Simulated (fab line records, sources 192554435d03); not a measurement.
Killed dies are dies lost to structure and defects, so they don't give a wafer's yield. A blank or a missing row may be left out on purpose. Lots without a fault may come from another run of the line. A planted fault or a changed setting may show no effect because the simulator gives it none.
Chamber matching | flow n5_finfet | N5_HKMG_FIN_WET_ETCH_18 on wet_bench-02: 8 sister chambers
The step etches TiN in SC1, time 55 s, target depth 5.2 nm, rinse time 30 s. 15 wafers are shown with their chamber, then 8 later ones without.

WAFERS WITH THEIR CHAMBER
wafer  | chamber | h2o2_flow_mL_min
L220.1 | 2       | 215.0
L220.2 | 7       | 214.1
L220.5 | 5       | 214.6
L223.2 | 6       | 213.8
L223.5 | 0       | 213.0
L228.1 | 7       | 214.8
L228.3 | 3       | 213.8
L228.4 | 4       | 214.7
L231.4 | 3       | 214.5
L231.5 | 0       | 214.6
L231.6 | 2       | 214.1
L237.1 | 1       | 215.4
L237.3 | 5       | 213.6
L237.4 | 6       | 214.6
L238.3 | 1       | 213.4

WAFERS WITHOUT THEIR CHAMBER
wafer  | h2o2_flow_mL_min
L238.5 | 213.8
L238.6 | 214.2
L240.2 | 213.6
L240.3 | 215.4
L240.5 | 215.4
L241.1 | 214.0
L241.2 | 214.7
L241.4 | 215.2

WHICH CHAMBER EACH WENT THROUGH
wafer  | from the rows above                                   | in truth
L238.5 | can't be placed: 0 or 5 or 3 or 6 or 1 or 7 or 2 or 4 | 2
L238.6 | can't be placed: 6 or 3 or 5 or 1 or 7 or 2 or 0 or 4 | 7
L240.2 | can't be placed: 0 or 5 or 3 or 6 or 1 or 7 or 2 or 4 | 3
L240.3 | can't be placed: 4 or 2 or 7 or 1 or 6 or 3 or 5 or 0 | 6
L240.5 | can't be placed: 4 or 2 or 7 or 1 or 6 or 3 or 5 or 0 | 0
L241.1 | can't be placed: 5 or 3 or 0 or 6 or 1 or 7 or 2 or 4 | 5
L241.2 | can't be placed: 4 or 2 or 7 or 1 or 6 or 3 or 5 or 0 | 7
L241.4 | can't be placed: 4 or 2 or 7 or 1 or 6 or 3 or 5 or 0 | 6
Placed correctly: 0 of 8. Can't be placed from these rows: 8 (the true chamber is among the candidates in 8). Placed wrongly: 0.
How it was worked out, from the rows above alone: a wafer's distance from a chamber is the root of the sum, over the readings, of the square of ((its reading less the chamber's mean) divided by the reading's scatter). The wafer belongs to the nearest chamber; if the next one is less than 2 further off, it can't be placed. A chamber's mean is the mean of its shown wafers. The scatter: the root of (the sum of the squares of (reading less its chamber's mean) over the shown wafers, divided by (wafers less chambers)).
